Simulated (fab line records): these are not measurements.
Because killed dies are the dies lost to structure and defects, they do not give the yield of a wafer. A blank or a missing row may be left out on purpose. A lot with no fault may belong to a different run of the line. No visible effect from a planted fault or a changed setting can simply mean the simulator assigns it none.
Which tool is to blame? -- flow nand harc -- 42 wafers from 14 lots sampled at 6 of the route's 1302 steps

## WHAT THE GAUGES READ, wafer by wafer
NHARC_A_CHANNEL_FILL_D1_INSPECT_13.
lot,measured,on,raw defect count
L560,day 10 20:19,defect inspect-01,615 411 338
L569,day 14 12:37,defect inspect-02,181 238 137
L571,day 15 05:53,defect inspect-01,559 320 380
L570,day 15 17:38,defect inspect-02,271 314 301
L572,day 16 01:50,defect inspect-01,357 170 425
L574,day 16 22:09,defect inspect-02,337 578 258
L575,day 17 03:07,defect inspect-02,364 200 441
L576,day 17 16:59,defect inspect-02,348 231 257
L577,day 17 16:59,defect inspect-01,338 403 242
L578,day 18 09:41,defect inspect-02,250 238 219
L579,day 19 02:34,defect inspect-01,284 152 152
L581,day 19 15:59,defect inspect-02,277 183 221
L582,day 20 02:26,defect inspect-02,160 161 158
L583,day 20 02:26,defect inspect-01,349 254 265

NHARC_A_ONON_D2_THK_MEAS_02: measures by ellipsometry.
lot,measured,on,thk nm (nm)
L560,day 12 04:47,film metro-01,993 994 994
L569,day 16 01:50,film metro-01,1008 1008 1009
L571,day 16 18:41,film metro-01,1002 1001 1000
L570,day 17 05:51,film metro-01,992 993 993
L572,day 17 11:19,film metro-02,981 982 982
L574,day 18 12:44,film metro-02,1000 998 998
L575,day 18 12:44,film metro-01,993 991 992
L576,day 19 03:29,film metro-01,994 994 996
L577,day 19 03:28,film metro-02,1002 1000 1002
L578,day 19 23:54,film metro-01,1004 1005 1004
L579,day 20 13:18,film metro-01,991 993 994
L581,day 21 06:36,film metro-01,1000 998 1000
L582,day 21 21:34,film metro-02,1011 1010 1011
L583,day 21 21:34,film metro-01,1001 1003 1003

NHARC_A_ONON_D2_THK_MEAS_08: measures by ellipsometry.
lot,measured,on,thk nm (nm)
L560,day 12 05:55,film metro-02,1008 1008 1008
L569,day 16 02:57,film metro-01,1001 1166 1001
L571,day 16 19:49,film metro-01,987 986 1151
L570,day 17 06:59,film metro-01,990 989 989
L572,day 17 12:27,film metro-02,1003 1003 1005
L574,day 18 13:52,film metro-02,1003 1004 1005
L575,day 18 13:52,film metro-01,996 995 996
L576,day 19 04:37,film metro-01,1005 1005 1005
L577,day 19 04:36,film metro-02,1008 1007 1007
L578,day 20 01:02,film metro-02,1010 1012 1008
L579,day 20 14:26,film metro-02,996 997 996
L581,day 21 07:44,film metro-02,1006 1005 1007
L582,day 21 22:41,film metro-01,999 998 1001
L583,day 21 22:41,film metro-02,1002 1001 1000

NHARC_END_SORT_01.
lot,measured,on,killed at array,killed at other,killed at periphery,killed dies,killed open,killed short
L569,day 28 07:32,prober-01,47 660 40,0 3 1,7 14 5,54 677 46,6 4 2,4 4 2
L571,day 29 12:19,prober-02,50 45 671,4 5 0,7 5 6,61 55 677,7 2 3,2 3 0
L576,day 31 01:46,prober-01,54 68 64,1 3 1,7 2 7,62 73 72,1 3 4,1 3 0
L577,day 30 20:00,prober-02,56 48 46,2 4 2,1 3 4,59 55 52,5 7 4,1 1 2
L579,day 32 20:58,prober-01,35,0,2,37,2,2

## WHICH TOOL RAN EACH LOT (tool, then ch and the chambers of the sampled wafers, then the start)
lot,NHARC_A_DECK1_JOINT_CMP_02,NHARC_A_ONON_D2_DEP_06
L560,"cmp-02 ch 0,2, day 12 03:30","pecvd onon-03 ch 0, day 12 05:31"
L569,"cmp-02 ch 0,1,2, day 16 00:35","pecvd onon-02 ch 0, day 16 02:30"
L571,"cmp-03 ch 0,1,2, day 16 17:24","pecvd onon-02 ch 0, day 16 19:18"
L570,"cmp-02 ch 1,2, day 17 04:28","pecvd onon-04 ch 0, day 17 06:28"
L572,"cmp-02 ch 0,1, day 17 10:03","pecvd onon-04 ch 0, day 17 12:00"
L574,"cmp-01 ch 0,1,3, day 18 11:28","pecvd onon-04 ch 0, day 18 13:22"
L575,"cmp-03 ch 0,2, day 18 11:27","pecvd onon-03 ch 0, day 18 13:28"
L576,"cmp-03 ch 0,1,3, day 19 02:11","pecvd onon-02 ch 0, day 19 04:06"
L577,"cmp-01 ch 0,1,2, day 19 02:14","pecvd onon-04 ch 0, day 19 04:12"
L578,"cmp-01 ch 0,2, day 19 22:38","pecvd onon-04 ch 0, day 20 00:31"
L579,"cmp-02 ch 2,3, day 20 12:01","pecvd onon-02 ch 0, day 20 14:06"
L581,"cmp-02 ch 1,2, day 21 05:19","pecvd onon-02 ch 0, day 21 07:13"
L582,"cmp-02 ch 2,3, day 21 20:18","pecvd onon-02 ch 0, day 21 22:20"
L583,"cmp-01 ch 0,1,2, day 21 20:17","pecvd onon-03 ch 0, day 21 22:14"
- NHARC_A_DECK1_JOINT_CMP_02: polishes SiOx.
- NHARC_A_ONON_D2_DEP_06: target thk 1000 nm.

## WHAT THE TOOLS THEMSELVES READ (means of the sampled wafers that have a number; where no wafer has one, the mark that the record gives instead)
NHARC_A_DECK1_JOINT_CMP_02.
lot,tool,motor current A (A)
L560,cmp-02,14.0
L569,cmp-02,13.7
L571,cmp-03,13.0
L570,cmp-02,13.2
L572,cmp-02,12.7
L574,cmp-01,12.9
L575,cmp-03,12.8
L576,cmp-03,12.4
L577,cmp-01,13.6
L578,cmp-01,12.0
L579,cmp-02,13.1
L581,cmp-02,14.3
L582,cmp-02,11.6
L583,cmp-01,13.3

## THE ANSWER, worked out from the rows above alone
Rule: the usual values come from the lots themselves. The widest of any qualifying gaps counts: lots, ordered by their means at a reading, are off when they make up no more than a third of the lots, leave a main group of 4 or more, and stand apart from it by 3 or more times the standard deviation of that group's means. A main group is skipped when, at the precision printed for the reading in the tables above, its means are all equal. Also off: a lot with no number at a reading for which 4 or more lots have one. Where the step has rows for the other lots, those lots are counted as sound. After the gauges, taken in route order, come the tools' own readings; for these a lot's mean is taken, as printed above. At the first step where some lot is off, the reading lying furthest off is the one used; lots without a number count as furthest.
Off, at NHARC_A_ONON_D2_THK_MEAS_08 on thk nm: L569, L571. Main group: mean 1002 nm, sd 5.8.
If a tool, at a process step before that reading, ran all the lots that are off and no sound lot after the first of them, it fits. The gauges at NHARC_A_ONON_D2_THK_MEAS_08 are tried like those tools. None of those tried fits.

## WHAT THE SIMULATOR HAD INSERTED
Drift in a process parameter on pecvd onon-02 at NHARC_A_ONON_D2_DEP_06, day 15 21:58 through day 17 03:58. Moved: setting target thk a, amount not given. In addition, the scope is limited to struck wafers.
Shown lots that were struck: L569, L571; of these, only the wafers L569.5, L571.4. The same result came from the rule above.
